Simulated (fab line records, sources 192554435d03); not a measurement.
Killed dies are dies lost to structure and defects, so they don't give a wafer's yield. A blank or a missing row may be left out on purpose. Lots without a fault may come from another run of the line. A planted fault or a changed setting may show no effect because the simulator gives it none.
One fault seen from 3 desks | flow n5_finfet | each desk has only its own numbers; what lay behind them comes last

THE DEFECT DESK
What the inspections along the route counted, lot by lot: means of the sampled wafers that have a number. A lot is out of limits, marked OUT, if its mean lies more than 4 standard deviations from the usual mean; the brackets give that distance.
Columns: A = raw_defect_count at N5_DUMMY_GATE_INSPECT_27, usual 309; B = raw_defect_count at N5_SPACER0_INSPECT_04, usual 147; C = raw_defect_count at N5_SD_EPI_N_INSPECT_11, usual 2.0
lot  | first seen here | A   | B   | C
L425 | day 3 00:06     | 323 | 140 | 1.7
L426 | day 3 05:38     | 220 | 105 | 2.7
L430 | day 4 04:50     | 309 | 138 | 1.7
L438 | day 6 07:56     | 307 | 130 | 2.7
L445 | day 7 22:45     | 429 | 170 | 1.0
L446 | day 8 04:10     | 405 | 184 | 3.0
This desk's finding: nothing out of limits on any of the 6 lots.

THE METROLOGY DESK
What the gauges read, lot by lot, whatever tool the lot ran on: means of the sampled wafers that have a number. A lot is out of limits, marked OUT, if its mean lies more than 4 standard deviations from the usual mean; the brackets give that distance.
Columns: A = cd_nm at N5_DUMMY_GATE_CD_MEAS_24, usual 14.9 nm; B = cd_nm at N5_SD_EPI_N_CD_MEAS_09, usual 119.9 nm; C = SD_N_BLK_OVL at N5_SD_EPI_N_OVL_MEAS_10, usual -0.5 nm
lot  | first seen here | A    | B     | C
L425 | day 2 23:49     | 14.8 | 120.1 | -0.1
L426 | day 3 05:22     | 14.9 | 120.3 | -0.1
L430 | day 4 04:34     | 14.6 | 118.9 | -1.1
L438 | day 6 07:39     | 14.5 | 120.4 | -1.1
L445 | day 7 22:12     | 14.7 | 120.1 | -1.1
L446 | day 8 03:53     | 15.1 | 119.5 | -1.0
This desk's finding: nothing out of limits on any of the 6 lots.

THE TOOL OWNER'S DESK: ald_sin-02
The tool's own readings at N5_SPACER0_ALD_00 (deposits SiOCN, target thk 3.5 nm, pulse time 3 s, purge time 2 s): means of the sampled wafers that have a number, for each lot that ran on this tool. A lot is out of limits, marked OUT, if its mean lies more than 4 standard deviations from the usual mean; the brackets give that distance.
Columns: A = heater_power_w at N5_SPACER0_ALD_00, usual 809 W; B = precursor_pulse_height_rel at N5_SPACER0_ALD_00, usual 1.000; C = susceptor_temp_C at N5_SPACER0_ALD_00, usual 399.98 C
lot  | first seen here | A   | B     | C
L430 | day 4 05:02     | 867 | 0.996 | 400.03
L445 | day 7 23:11     | 716 | 1.006 | 400.17
L446 | day 8 04:21     | 863 | 0.990 | 399.87
This desk's finding: nothing out of limits on any of the 3 lots.

PUT TOGETHER
The defect desk saw nothing out of limits.
The metrology desk saw nothing out of limits.
The tool owner's desk saw nothing out of limits.

WHAT THE SIMULATOR HAD PUT IN
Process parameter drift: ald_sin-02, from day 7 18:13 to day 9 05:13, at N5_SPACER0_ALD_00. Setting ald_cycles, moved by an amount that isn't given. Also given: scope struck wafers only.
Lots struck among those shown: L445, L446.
